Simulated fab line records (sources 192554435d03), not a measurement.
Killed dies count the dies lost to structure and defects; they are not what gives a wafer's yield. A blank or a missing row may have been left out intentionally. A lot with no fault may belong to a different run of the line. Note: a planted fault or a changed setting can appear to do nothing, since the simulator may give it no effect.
Split-lot study	flow n5_finfet	21 wafers read from 7 lots, route of 1938 steps

ON THE SPLIT
At N5_BEOL_M9_COAT_60 (time 60 s, resist thk 30 nm), the setting spin_rpm was moved away from the recipe's 1500 rpm on 7 of the 21 wafers read, by -7.9% to +8.5%. For the rest of the wafers, this setting stayed at what the recipe calls for.

FROM THE SPLIT TO THE READING: what the file shows between them, 3 steps
- N5_BEOL_M9_COAT_05: resist thk 90 nm
- N5_BEOL_M9_EBR_07
- N5_BEOL_M9_DESCUM_16: chemistry O2, time 7.9 s

THE READING
CAR-ArF_of_BEOL_M9_COAT_05.thk_nm (the simulator's own value, which no gauge read), in nm, at N5_BEOL_M9_ETCH_61 (etches SiARC in CF4, target depth 39 nm, time 65 s). The file does not state a usual value for it. Here, 14 wafers ran the recipe; their average is 55.6 nm with a standard deviation of 0.34 nm.

wafer	tool, chamber at the split	spin_rpm as run, rpm	against the recipe	CAR-ArF_of_BEOL_M9_COAT_05.thk_nm, nm	against lot-mates on the recipe
L074.2	litho_track-04, 0	1500	recipe	55.8	-
L074.5	litho_track-04, 0	1500	recipe	55.8	-
L074.6	litho_track-04, 0	1627	+8.5%	56.8	+1.0
L079.1	litho_track-04, 0	1500	recipe	55.6	-
L079.2	litho_track-04, 0	1603	+6.9%	57	+1.4
L079.6	litho_track-04, 0	1603	+6.9%	56.8	+1.2
L080.1	litho_track-03, 0	1500	recipe	55.2	-
L080.4	litho_track-03, 0	1500	recipe	55.4	-
L080.5	litho_track-03, 0	1500	recipe	55.4	-
L084.1	litho_track-03, 0	1500	recipe	55.2	-
L084.3	litho_track-03, 0	1381	-7.9%	54.2	-1.0
L084.6	litho_track-03, 0	1381	-7.9%	54.4	-0.8
L087.4	litho_track-05, 0	1500	recipe	56.2	-
L087.5	litho_track-05, 0	1500	recipe	56.2	-
L087.6	litho_track-05, 0	1500	recipe	56	-
L088.2	litho_track-04, 0	1500	recipe	55.6	-
L088.4	litho_track-04, 0	1500	recipe	55.4	-
L088.5	litho_track-04, 0	1500	recipe	55.4	-
L091.1	litho_track-04, 0	1616	+7.7%	56	+0.8
L091.2	litho_track-04, 0	1500	recipe	55.2	-
L091.4	litho_track-04, 0	1616	+7.7%	56.6	+1.4

THE FIT
A straight line over all 21 wafers: CAR-ArF_of_BEOL_M9_COAT_05.thk_nm changes by +0.146 nm for each +1% of spin_rpm; r = +0.88; the points scatter about the line by 0.35 nm.
The same after taking each lot's own level away (the mean of its wafers on the recipe; 21 wafers): +0.137 nm for each +1%; r = +0.96; scatter 0.18 nm.
According to that fit, moving spin_rpm by its largest amount changes the reading by 1.2 nm.
Across the lots, their own levels run from 55.20 to 56.13 nm, a range of 2.8 times the standard deviation given above.
The two slopes are in agreement: the lot-to-lot level therefore moves the slope only a little.
Check: +1.26 nm against its lot-mates is what the line predicts for one of the wafers moved furthest among these (+8.5%) when that wafer is left out of the fit. Against them it came out at +1 nm.

OTHER SPLITS APPLIED TO THESE WAFERS
Note: prior to the reading, these wafers also went through further splits. Each is held against what the fit with the lots' levels taken away leaves over:
other split on the same wafers	wafers away from the commonest value	r with CAR-ArF_of_BEOL_M9_COAT_05.thk_nm (lot level and that fit taken away)
N5_BEOL_M8_EXPOSE_08 dose_mj	5	-0.08

THE WHOLE CHAIN: every reading that the file lists as answering this split, in the file's order
step	what it does	reading	change (the file's fit)	r (the file's)
N5_BEOL_M9_COAT_60	time 60 s, resist thk 30 nm	SiARC_of_BEOL_M9_COAT_60.thk_nm (the simulator's own value, which no gauge read)	-0.142 nm for each +1% of the setting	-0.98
N5_BEOL_M9_ETCH_61	etches SiARC in CF4, target depth 39 nm, time 65 s	etch.depth_nm (the simulator's own value, which no gauge read)	-0.146 nm for each +1% of the setting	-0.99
N5_BEOL_M9_ETCH_61	etches SiARC in CF4, target depth 39 nm, time 65 s	CAR-ArF_of_BEOL_M9_COAT_05.thk_nm (the simulator's own value, which no gauge read)	+0.137 nm for each +1% of the setting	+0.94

FILE'S OWN FIT
CAR-ArF_of_BEOL_M9_COAT_05.thk_nm changes by +0.137 nm for each +1% of spin_rpm, r = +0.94.
